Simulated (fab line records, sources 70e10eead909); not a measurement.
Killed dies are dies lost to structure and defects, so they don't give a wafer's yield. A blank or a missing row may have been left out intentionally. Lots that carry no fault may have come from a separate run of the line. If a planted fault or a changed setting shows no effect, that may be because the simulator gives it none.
Struck lot and sound lot, side by side || flow nand_harc || 18 steps out of a route of 1159
Sound: the wafers L260.3, L260.5, L260.6. Struck: wafers L254.3, L254.4, L254.5. The cause is given at the end.
Per side, at each step with rows, come the tool, then ch with its chambers, and then its first start. Under that, the readings that differ: sound wafers || struck wafers || difference of the means || sigmas: that difference in standard deviations of wafers without a fault.
alike: readings whose means differ by less than 2 such deviations, and words and numbers that are the same on both sides. not compared: withheld readings, readings that some wafer has no value for, bounds like >300 that may hide the same value, and numbers for which the record gives no deviation and whose values overlap.
The two part at a step that has a row with sigmas, a row that says differs or no value, or rows on one side only. Numbers that don't overlap but have no deviation are shown without sigmas and don't part them. A reading that every wafer of one side lacks parts them only if that side has two wafers or more.

first, 1 step without rows for these wafers: NHARC_P_BONDPAD_HARDBAKE_10 (time 65 s).
NHARC_P_BONDPAD_DESCUM_11: chemistry O2, time 3 s.
  sound on rie_diel-05 ch 0,2,3, day 9 15:17; struck on rie_diel-07 ch 0,2,3, day 8 02:56
  alike: drypump_motor_current_A, oes_product_au, rf_vpp_V, showerhead_plenum_p_Torr, throttle_valve_pct
  not compared: rf_hours_counter_h
then, 1 step without rows for these wafers: NHARC_P_BONDPAD_ETCH_37 (etches the open film in N2/H2, target depth 60 nm, overetch 18 nm, time 65.91 s).
NHARC_P_BONDPAD_ETCH_12: etches the open film in CHF3/O2, target depth 200 nm, time 100 s.
  sound on rie_diel-05 ch 0,2; struck on rie_diel-07 ch 0,2
  alike: drypump_motor_current_A, oes_product_au, rf_vpp_V, showerhead_plenum_p_Torr, throttle_valve_pct
  not compared: rf_hours_counter_h
NHARC_P_BONDPAD_CD_MEAS_13:
  sound: cd_sem-02 at day 9 15:40; struck: cd_sem-02 at day 8 04:08
  alike: cd_nm
NHARC_P_BONDPAD_STRIP_15: strips in O2.
  sound on rie_diel-05 ch 2,3, day 9 15:44; struck on rie_diel-07 ch 0,2,3, day 8 04:29
  alike: drypump_motor_current_A, oes_product_au, rf_vpp_V, showerhead_plenum_p_Torr, throttle_valve_pct
  not compared: rf_hours_counter_h
then, 2 steps without rows for these wafers: NHARC_P_BONDPAD_ETCH_24 (etches the open film in CF4/N2, target depth 30 nm, time 72.99 s); NHARC_P_BONDPAD_STRIP_16 (strips in post etch residue remover, time 600 s).
NHARC_P_BONDPAD_DEGAS_25: time 60 s.
  sound: pvd_sputter-02 at day 9 16:20; struck: pvd_sputter-01 at day 8 05:24
  alike: heater_power_w
then, 1 step without rows for these wafers: NHARC_P_BONDPAD_PRE_CLEAN_26 (time 30 s).
NHARC_P_BONDPAD_PVD_17: deposits TaN, target thk 5 nm, time 8.06 s.
  sound on pvd_sputter-02; struck on pvd_sputter-01
  alike: throttle_valve_pct
then, 1 step without rows for these wafers: NHARC_P_BONDPAD_PVD_27 (deposits Cu, target thk 30 nm, time 20.49 s).
NHARC_P_BONDPAD_ECD_18: material Cu, target thk 400 nm.
  sound on ecd_cu-01 ch 0,1, day 9 16:49; struck on ecd_cu-01 ch 0,1, day 8 05:52
  no value came back on the struck wafers for bath_heat_duty_pct (%), bath_temp_c (C); on the sound wafers bath_heat_duty_pct (%) reads 5.9 6.2 6.9
then, 2 steps without rows for these wafers: NHARC_P_BONDPAD_ANNEAL_28 (time 90 s); NHARC_P_BONDPAD_CMP_19 (polishes, t overpolish 30 s, cu recess touch 16 s, target thk 160.81 nm).
NHARC_P_BONDPAD_THK_MEAS_20: measures by xrf.
  sound: film_metro-02 at day 9 17:46; struck: film_metro-01 at day 8 06:49
{"reading": "thk_nm (nm)", "sound": "161.5 162.9 160.0", "struck": "29.7 29.2 29.3", "difference": -132.1, "sigmas": -88}
then, 1 step without rows for these wafers: NHARC_P_BONDPAD_SRD_21 (time 30 s, dry time 20 s).
-- record jumps: 13 days between struck wafers' starts before vs after; left off in module P_BONDPAD, resumes in module END, first step shown is number 1159 of the route --
NHARC_END_SORT_01:
  only the struck wafers appear in the record here, on prober-02 ch 0 at day 20 23:19; the sound ones have no rows

WHERE THEY PART
Earliest at NHARC_P_BONDPAD_ECD_18; latest, in this record, at NHARC_END_SORT_01.

WHY: what the simulator had put in
At NHARC_P_BONDPAD_ECD_18, the step was skipped entirely on ecd_cu-01 from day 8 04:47 on. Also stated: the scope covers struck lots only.
